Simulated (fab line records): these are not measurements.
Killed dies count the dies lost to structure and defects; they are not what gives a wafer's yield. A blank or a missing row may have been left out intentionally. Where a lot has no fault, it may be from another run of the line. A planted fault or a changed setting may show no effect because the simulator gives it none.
Split-lot study :: flow n5-finfet :: 7 lots, 21 wafers read, on a route of 1938 steps

## SPLIT DETAILS
At N5_BEOL_M8_ETCH_62 (etches SOC in N2/H2, target depth 110 nm, overetch 22 nm, time 165 s), the setting bias-w was moved away from the recipe's 150 W on 8 of the 21 wafers read, by -16.5% to +16.0%. All remaining wafers had this setting at the recipe value.

The split's own step is where the reading is taken.

## THE READING
rf-vpp-V, in V, at N5_BEOL_M8_ETCH_62 (etches SOC in N2/H2, target depth 110 nm, overetch 22 nm, time 165 s). On this fab line, fault-free wafers typically give 523.6 V with a standard deviation of 2 V.

wafer: L079.1
tool, chamber at the split: rie-diel-04, 0
bias-w as run, W: 150
against the recipe: recipe
rf-vpp-V, V: 526.7
against lot-mates on the recipe: -

wafer: L079.4
tool, chamber at the split: rie-diel-04, 3
bias-w as run, W: 173.9
against the recipe: +15.9%
rf-vpp-V, V: 575.7
against lot-mates on the recipe: +51.1

wafer: L079.6
tool, chamber at the split: rie-diel-04, 1
bias-w as run, W: 150
against the recipe: recipe
rf-vpp-V, V: 522.5
against lot-mates on the recipe: -

wafer: L080.1
tool, chamber at the split: rie-diel-01, 0
bias-w as run, W: 150
against the recipe: recipe
rf-vpp-V, V: 520.6
against lot-mates on the recipe: -

wafer: L080.5
tool, chamber at the split: rie-diel-01, 1
bias-w as run, W: 150
against the recipe: recipe
rf-vpp-V, V: 523.1
against lot-mates on the recipe: -

wafer: L080.6
tool, chamber at the split: rie-diel-01, 2
bias-w as run, W: 150
against the recipe: recipe
rf-vpp-V, V: 525.1
against lot-mates on the recipe: -

wafer: L082.1
tool, chamber at the split: rie-diel-01, 2
bias-w as run, W: 150
against the recipe: recipe
rf-vpp-V, V: 525.4
against lot-mates on the recipe: -

wafer: L082.2
tool, chamber at the split: rie-diel-01, 0
bias-w as run, W: 125.2
against the recipe: -16.5%
rf-vpp-V, V: 463.6
against lot-mates on the recipe: -61.8

wafer: L082.6
tool, chamber at the split: rie-diel-01, 3
bias-w as run, W: 125.2
against the recipe: -16.5%
rf-vpp-V, V: 466.6
against lot-mates on the recipe: -58.8

wafer: L084.2
tool, chamber at the split: rie-diel-01, 3
bias-w as run, W: 174
against the recipe: +16.0%
rf-vpp-V, V: 573.9
against lot-mates on the recipe: +51.0

wafer: L084.3
tool, chamber at the split: rie-diel-01, 2
bias-w as run, W: 150
against the recipe: recipe
rf-vpp-V, V: 522.9
against lot-mates on the recipe: -

wafer: L084.4
tool, chamber at the split: rie-diel-01, 1
bias-w as run, W: 150
against the recipe: recipe
rf-vpp-V, V: 522.9
against lot-mates on the recipe: -

wafer: L089.3
tool, chamber at the split: rie-diel-01, 1
bias-w as run, W: 150
against the recipe: recipe
rf-vpp-V, V: 523.1
against lot-mates on the recipe: -

wafer: L089.4
tool, chamber at the split: rie-diel-01, 3
bias-w as run, W: 150
against the recipe: recipe
rf-vpp-V, V: 523.7
against lot-mates on the recipe: -

wafer: L089.5
tool, chamber at the split: rie-diel-01, 1
bias-w as run, W: 167.8
against the recipe: +11.9%
rf-vpp-V, V: 562.3
against lot-mates on the recipe: +38.9

wafer: L087.1
tool, chamber at the split: rie-diel-05, 3
bias-w as run, W: 173.1
against the recipe: +15.4%
rf-vpp-V, V: 571.4
against lot-mates on the recipe: +47.4

wafer: L087.4
tool, chamber at the split: rie-diel-05, 1
bias-w as run, W: 150
against the recipe: recipe
rf-vpp-V, V: 521.7
against lot-mates on the recipe: -

wafer: L087.6
tool, chamber at the split: rie-diel-05, 2
bias-w as run, W: 150
against the recipe: recipe
rf-vpp-V, V: 526.2
against lot-mates on the recipe: -

wafer: L095.1
tool, chamber at the split: rie-diel-05, 0
bias-w as run, W: 129.6
against the recipe: -13.6%
rf-vpp-V, V: 479.8
against lot-mates on the recipe: -44.2

wafer: L095.3
tool, chamber at the split: rie-diel-05, 1
bias-w as run, W: 150
against the recipe: recipe
rf-vpp-V, V: 524.0
against lot-mates on the recipe: -

wafer: L095.6
tool, chamber at the split: rie-diel-05, 0
bias-w as run, W: 129.6
against the recipe: -13.6%
rf-vpp-V, V: 480.4
against lot-mates on the recipe: -43.6

FIT RESULTS
A straight line over all 21 wafers: rf-vpp-V changes by +3.3 V for each +1% of bias-w; r = +1.00; the points scatter about the line by 2.1 V.
The same after taking each lot's own level away (the mean of its wafers on the recipe; 21 wafers): +3.33 V for each +1%; r = +1.00; scatter 2.3 V.
On that fit, the largest move of bias-w shifts the reading by 55 V.
From 522.90 to 525.40 V: that is the span of the lots' own levels, equal to 1.2 times the standard deviation above.
The two slopes are in agreement: the lot-to-lot level therefore moves the slope only a little.
Check: -54.4 V against its lot-mates is what the line predicts for one of the wafers moved furthest among these (-16.5%) when that wafer is left out of the fit. It came out at -61.8 V against them.
Tool readings at the split's step, against how far the setting was moved: rf-vpp-V r = +1.00.

## OTHER SPLITS ON THESE WAFERS
Other splits were also applied to these wafers ahead of the reading. Each is held against what the fit with the lots' levels taken away leaves over:
other split on the same wafers: N5_BEOL_M5_TRENCH_ETCH_37 source-w
wafers away from the commonest value: 7
r with rf-vpp-V (lot level and that fit taken away): +0.16

other split on the same wafers: N5_BEOL_M6_COAT_05 spin-rpm
wafers away from the commonest value: 7
r with rf-vpp-V (lot level and that fit taken away): -0.45

other split on the same wafers: N5_BEOL_M7_ETCH_61 source-w
wafers away from the commonest value: 5
r with rf-vpp-V (lot level and that fit taken away): -0.56

other split on the same wafers: N5_BEOL_M7_COAT_71 spin-rpm
wafers away from the commonest value: 6
r with rf-vpp-V (lot level and that fit taken away): +0.02

## THE WHOLE CHAIN: every reading that the file lists as answering this split, in the file's order
step: N5_BEOL_M8_ETCH_62
what it does: etches SOC in N2/H2, target depth 110 nm, overetch 22 nm, time 165 s
reading: rf-vpp-V
change (the file's fit): +3.28 V for each +1% of the setting
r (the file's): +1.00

step: N5_BEOL_M8_ETCH_62
what it does: etches SOC in N2/H2, target depth 110 nm, overetch 22 nm, time 165 s
reading: SiARC_of_BEOL_M8_COAT_60.thk-nm (the simulator's own value, which no gauge read)
change (the file's fit): -0.0869 nm for each +1% of the setting
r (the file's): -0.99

## FILE'S OWN FIT
rf-vpp-V changes by +3.28 V for each +1% of bias-w, r = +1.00.
